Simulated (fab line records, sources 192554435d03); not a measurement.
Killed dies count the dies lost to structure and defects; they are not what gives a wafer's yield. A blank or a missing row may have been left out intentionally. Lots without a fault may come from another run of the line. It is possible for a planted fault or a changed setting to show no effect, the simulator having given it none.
A struck lot beside a sound one || flow n5 finfet || 16 out of 1938 route steps
Sound: the wafers L926.2, L926.3, L926.4. Wafers struck: L925.1, L925.2, L925.4. At the end, the cause is stated.
Order at every step that has rows: each side's tool, ch and its chambers, its first start. Under that, the readings that differ: sound wafers || struck wafers || difference of the means || sigmas: that difference in standard deviations of wafers without a fault.
alike: readings whose means differ by less than 2 such deviations, and words and numbers that are the same on both sides. not compared: withheld readings, readings that some wafer has no value for, bounds like >300 that may hide the same value, and numbers for which the record gives no deviation and whose values overlap.
The two part at a step that has a row with sigmas, a row that says differs or no value, or rows on one side only. Non-overlapping numbers with no deviation appear without sigmas and do not part them. A reading missing from all wafers of one side parts the sides only when that side holds two or more wafers.

first, 10 steps without rows for these wafers: N5_BEOL_M4_DESCUM_33 (chemistry O2, time 7 s); N5_BEOL_M4_ETCH_77 (etches underlayer in N2/H2, target depth 6.5 nm, time 5.2 s); N5_BEOL_M4_ETCH_69 (etches SiARC in CF4, target depth 15.6 nm, time 26 s); N5_BEOL_M4_ALD_98 (deposits SiO2, target thk 2.5 nm, pulse time 1 s, co reactant pulse time 1 s); N5_BEOL_M4_ETCHBACK_99 (etches SiO2 in CHF3, target depth 5 nm, time 10.4 s); N5_BEOL_M4_ETCH_70 (etches SOC in N2/H2, target depth 80 nm, overetch 24 nm, time 130 s); N5_BEOL_M4_STRIP_71 (strips in N2/H2); N5_BEOL_M4_STRIP_78 (strips in N2/H2); N5_BEOL_M4_VIA_ETCH_34 (etches the open film in C4F6/O2, target depth 69.4 nm, time 65.9 s); N5_BEOL_M4_STRIP_83 (strips in C4F6/O2).
N5_BEOL_M4_STRIP_36: strips in N2/H2.
  sound on rie diel-03 ch 0,2, day 11 22:15; struck on rie diel-03 ch 0,2,3, day 11 13:17
  no value came back on the struck wafers for any of 7 readings (bias power w (W), chamber pressure mTorr (mTorr) and others); on the sound wafers bias power w (W) reads 6.964 6.985 7.006
{"reading": "model.SOC_of_BEOL_M4_COAT_67.thk nm (nm)", "sound": "0 0 0", "struck": "51.8 51.4 51.8", "difference": "+51.7", "sigmas": ""}
  not compared: rf hours counter h
then, 1 step without rows for these wafers: N5_BEOL_M4_TRENCH_ETCH_37 (etches SiOC in C4F6/O2, target depth 55.555 nm, time 29.2 s).
N5_BEOL_M4_ETCH_41: etches SiCN in CH3F/O2, target depth 29.9 nm, time 52.5 s.
  sound on rie diel-03 ch 0,2; struck on rie diel-03 ch 0,2,3, day 11 13:21
{"reading": "model.SOC_of_BEOL_M4_COAT_67.thk nm (nm)", "sound": "0 0 0", "struck": "35.4 34.6 35.4", "difference": "+35.1", "sigmas": ""}
  alike: drypump motor current A, oes product au, rf vpp V, showerhead plenum p Torr, throttle valve pct
  not compared: rf hours counter h
then, 1 step without rows for these wafers: N5_BEOL_M4_STRIP_97 (strips in N2/H2, time 10 s).
N5_BEOL_M4_RC_MEAS_101:
  the record has rows for the sound wafers here (prober-01 ch 0, day 12 03:22) and none for the struck ones
-- the record jumps here: 4 days lie between the struck wafers' starts before and after (it left off in module BEOL_M4 and takes up again in module PASSIVATION, whose first step shown is number 1936 of the route) --
N5_PASSIVATION_PROBE_49:
  sound: prober-01 at day 16 22:05; struck: prober-02 at day 15 18:22
{"reading": "defect limited yield (%)", "sound": 89.6, "struck": "0 0 0", "difference": -90, "sigmas": -56}
{"reading": "killed_at_M4_up", "sound": 17, "struck": "1090 1076 1094", "difference": "+1070", "sigmas": "+99 or more"}
{"reading": "killed at front end", "sound": 64, "struck": "42 31 38", "difference": -27, "sigmas": -2}
{"reading": "killed dies", "sound": 123, "struck": "1180 1180 1180", "difference": "+1057", "sigmas": "+59"}
{"reading": "killed on rim", "sound": 18, "struck": "152 152 152", "difference": "+134", "sigmas": "+29"}
{"reading": "sort_bin_5_function (%)", "sound": 6.4, "struck": "96.7 96.3 97.4", "difference": "+90.4", "sigmas": "+82"}
{"reading": "sort n pass", "sound": 1057, "struck": "0 0 0", "difference": -1057, "sigmas": -59}
{"reading": "sort yield pct (%)", "sound": 89.6, "struck": "0 0 0", "difference": -90, "sigmas": -56}
  alike: killed_at_M0_to_M3, killed at contacts, killed at other, killed open, killed short, sort_bin_6_memory

WHERE THEY PART
At N5_BEOL_M4_STRIP_36 first; at N5_PASSIVATION_PROBE_49 last (within this record only).

WHY: whatever the simulator had introduced
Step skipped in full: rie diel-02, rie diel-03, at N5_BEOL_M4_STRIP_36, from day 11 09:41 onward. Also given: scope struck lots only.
